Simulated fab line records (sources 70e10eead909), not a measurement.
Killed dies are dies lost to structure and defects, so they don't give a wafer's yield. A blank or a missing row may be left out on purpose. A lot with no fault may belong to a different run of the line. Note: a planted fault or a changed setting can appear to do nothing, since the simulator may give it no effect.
Which tool was responsible? -- flow nand harc -- 39 wafers from 13 lots sampled at 5 of the route's 1302 steps

## WHAT THE GAUGES READ, wafer by wafer
NHARC_END_SORT_01. Usual: killed at array 53, standard deviation 18; killed at other 0.8, standard deviation 1.1; killed at periphery 4.1, standard deviation 2.7; killed dies 58, standard deviation 18; killed open 3.1, standard deviation 1.7; killed short 2.7, standard deviation 1.7.
lot,measured,on,killed at array,killed at other,killed at periphery,killed dies,killed open,killed short,flag
L653,day 30 02:23,prober-02,202 128 142,0 0 0,0 2 0,202 130 142,2 3 2,2 6 1,OFF
L652,day 30 09:52,prober-01,257 262 223,1 0 1,1 0 1,259 262 225,0 1 6,6 3 7,OFF

## WHICH TOOL RAN EACH LOT (tool, then ch and the chambers of the sampled wafers, then the start)
lot,NHARC_A_CONTACT_DEP_84,NHARC_A_BONDPAD_DESCUM_11,NHARC_A_BONDPAD_PRE_CLEAN_26,NHARC_THIN_TSV_DEGAS_53
L640,"acl dep-03 ch 0, day 22 22:26","rie diel-12 ch 1,2,3, day 23 22:02","pvd sputter-03, day 25 13:46 or earlier","pvd sputter-02, day 25 13:46"
L641,"acl dep-03 ch 0, day 23 01:46","rie diel-06 ch 0,1,3, day 24 00:34","pvd sputter-01, day 25 16:23 or earlier","pvd sputter-02, day 25 16:23"
L644,"acl dep-02 ch 0, day 24 12:00","rie diel-12 ch 0,1,3, day 25 09:46","pvd sputter-02, day 26 05:34 or earlier","pvd sputter-01, day 26 05:34"
L645,"acl dep-03 ch 0, day 25 00:22","rie diel-06 ch 1,2,3, day 25 22:34","pvd sputter-01, day 26 18:37 or earlier","pvd sputter-01, day 26 18:37"
L646,"acl dep-02 ch 0, day 25 22:11","rie diel-12 ch 1,2,3, day 26 21:43","pvd sputter-02, day 27 17:14 or earlier","pvd sputter-03, day 27 17:14"
L647,"acl dep-02 ch 0, day 26 05:23","rie diel-13 ch 0,2, day 27 03:17","pvd sputter-01, day 27 23:01 or earlier","pvd sputter-03, day 27 23:01"
L648,"acl dep-01 ch 0, day 26 08:38","rie diel-06 ch 1,2, day 27 06:08","pvd sputter-01, day 28 00:08 or earlier","pvd sputter-02, day 28 00:08"
L651,"acl dep-01 ch 0, day 26 17:43","rie diel-06 ch 1,2,3, day 27 15:20","pvd sputter-01, day 28 10:31 or earlier","pvd sputter-03, day 28 10:31"
L653,"acl dep-01 ch 0, day 27 20:36","rie diel-12 ch 1,2,3, day 28 18:49","pvd sputter-02, day 29 15:40 or earlier","pvd sputter-01, day 29 15:40"
L652,"acl dep-01 ch 0, day 28 04:34","rie diel-12 ch 0,2,3, day 29 02:14","pvd sputter-02, day 29 22:10 or earlier","pvd sputter-01, day 29 22:10"
L656,"acl dep-02 ch 0, day 29 08:05","rie diel-06 ch 1,2,3, day 30 06:26","pvd sputter-02, day 31 03:08 or earlier","pvd sputter-01, day 31 03:08"
L660,"acl dep-01 ch 0, day 30 18:01","rie diel-06 ch 0,2, day 31 15:50","pvd sputter-02, day 32 16:34 or earlier","pvd sputter-02, day 32 16:34"
L662,"acl dep-01 ch 0, day 32 05:32","rie diel-06 ch 1,2,3, day 33 02:47","pvd sputter-03, day 33 22:37 or earlier","pvd sputter-03, day 33 22:37"
- NHARC_A_CONTACT_DEP_84: deposits aC, target thk 2800 nm.
- NHARC_A_BONDPAD_DESCUM_11: chemistry O2, time 3 s.
- NHARC_A_BONDPAD_PRE_CLEAN_26: time 30 s.
- NHARC_THIN_TSV_DEGAS_53: time 60 s.

## AS READ BY THE TOOLS THEMSELVES (means over the sampled wafers that have a number; for cases with no such wafer, the mark the record gives instead)
NHARC_A_CONTACT_DEP_84. Usual: throttle valve pct 34.999 %, standard deviation 0.0094.
lot,tool,throttle valve pct (%),flag
L640,acl dep-03,35.001,
L641,acl dep-03,34.997,
L644,acl dep-02,34.998,
L645,acl dep-03,34.999,
L646,acl dep-02,34.993,
L647,acl dep-02,35.003,
L648,acl dep-01,35.003,
L651,acl dep-01,34.999,
L653,acl dep-01,34.993,
L652,acl dep-01,35.005,
L656,acl dep-02,35.007,
L660,acl dep-01,35.003,
L662,acl dep-01,34.999,

NHARC_A_BONDPAD_DESCUM_11. Usual: drypump motor current A 5.8 A, standard deviation 0.51; o2 flow sccm 200.1 sccm, standard deviation 0.66; oes product au 1.001 a.u., standard deviation 0.0091; rf vpp V 57.7 V, standard deviation 0.81; showerhead plenum p Torr 1.93 Torr, standard deviation 0.092; throttle valve pct 11.309 %, standard deviation 0.0091.
lot,tool,drypump motor current A (A),o2 flow sccm (sccm),oes product au (a.u.),rf vpp V (V),showerhead plenum p Torr (Torr),throttle valve pct (%),flag
L640,rie diel-12,6.0,199.7,1.004,57.1,1.88,11.314,
L641,rie diel-06,5.7,200.7,1.000,58.1,1.90,11.315,
L644,rie diel-12,6.1,200.5,0.998,57.1,1.83,11.310,
L645,rie diel-06,6.0,199.9,0.995,57.5,1.98,11.314,
L646,rie diel-12,6.0,200.6,1.010,57.6,1.87,11.316,
L647,rie diel-13,5.9,200.0,1.006,57.3,1.93,11.312,
L648,rie diel-06,5.8,200.0,0.996,58.8,2.02,11.317,
L651,rie diel-06,6.0,200.2,1.000,58.1,1.98,11.306,
L653,rie diel-12,6.0,200.4,1.002,58.0,1.87,11.300,
L652,rie diel-12,5.7,199.9,1.010,57.5,1.95,11.307,
L656,rie diel-06,5.9,200.5,1.006,58.0,1.98,11.307,
L660,rie diel-06,5.9,199.9,1.002,57.5,1.97,11.303,
L662,rie diel-06,5.9,201.0,1.000,57.7,1.98,11.318,

NHARC_A_BONDPAD_PRE_CLEAN_26. Usual: heater power w 410 W, standard deviation 62.
lot,tool,heater power w (W),flag
L640,pvd sputter-03,458,
L641,pvd sputter-01,354,
L644,pvd sputter-02,454,
L645,pvd sputter-01,374,
L646,pvd sputter-02,460,
L647,pvd sputter-01,378,
L648,pvd sputter-01,350,
L651,pvd sputter-01,350,
L653,pvd sputter-02,414,
L652,pvd sputter-02,408,
L656,pvd sputter-02,447,
L660,pvd sputter-02,446,
L662,pvd sputter-03,413,

NHARC_THIN_TSV_DEGAS_53. Usual: heater power w 468 W, standard deviation 71.
lot,tool,heater power w (W),flag
L640,pvd sputter-02,527,
L641,pvd sputter-02,511,
L644,pvd sputter-01,429,
L645,pvd sputter-01,400,
L646,pvd sputter-03,479,
L647,pvd sputter-03,564,
L648,pvd sputter-02,475,
L651,pvd sputter-03,541,
L653,pvd sputter-01,401,
L652,pvd sputter-01,395,
L656,pvd sputter-01,399,
L660,pvd sputter-02,521,
L662,pvd sputter-03,472,

## THE ANSWER, worked out from the rows above alone
Rule: a lot counts as off when the mean over its wafers that have a number is more than 3 standard deviations away from the usual mean. A lot without any number at a reading at which 4 lots or more have one is off too. The other lots that the step has rows for count as sound. The gauges are gone through in route order, then the tools' own readings, and for those a lot's mean is taken as printed above. At the first step where some lot is off, the reading lying furthest off is the one used; lots without a number count as furthest.
Off at NHARC_END_SORT_01 (killed at array): L653, L652. Neither off nor sound, because the step has no rows for them: L640, L641, L644, L645, L646, L647, L648, L651, L656, L660, L662.
A tool fits if, at a process step before that reading, it ran every lot that is off, and no sound lot after the first of them. Those tools and the gauges at NHARC_END_SORT_01 are tried in the same way. NHARC_A_BONDPAD_PRE_CLEAN_26 gives no start for some lots, so the hours and the order of its lots are those of NHARC_THIN_TSV_DEGAS_53. Can't be told from this: 4 tools fit, acl dep-01 at NHARC_A_CONTACT_DEP_84, rie diel-12 at NHARC_A_BONDPAD_DESCUM_11, pvd sputter-02 at NHARC_A_BONDPAD_PRE_CLEAN_26, pvd sputter-01 at NHARC_THIN_TSV_DEGAS_53.

## WHAT THE SIMULATOR HAD INSERTED
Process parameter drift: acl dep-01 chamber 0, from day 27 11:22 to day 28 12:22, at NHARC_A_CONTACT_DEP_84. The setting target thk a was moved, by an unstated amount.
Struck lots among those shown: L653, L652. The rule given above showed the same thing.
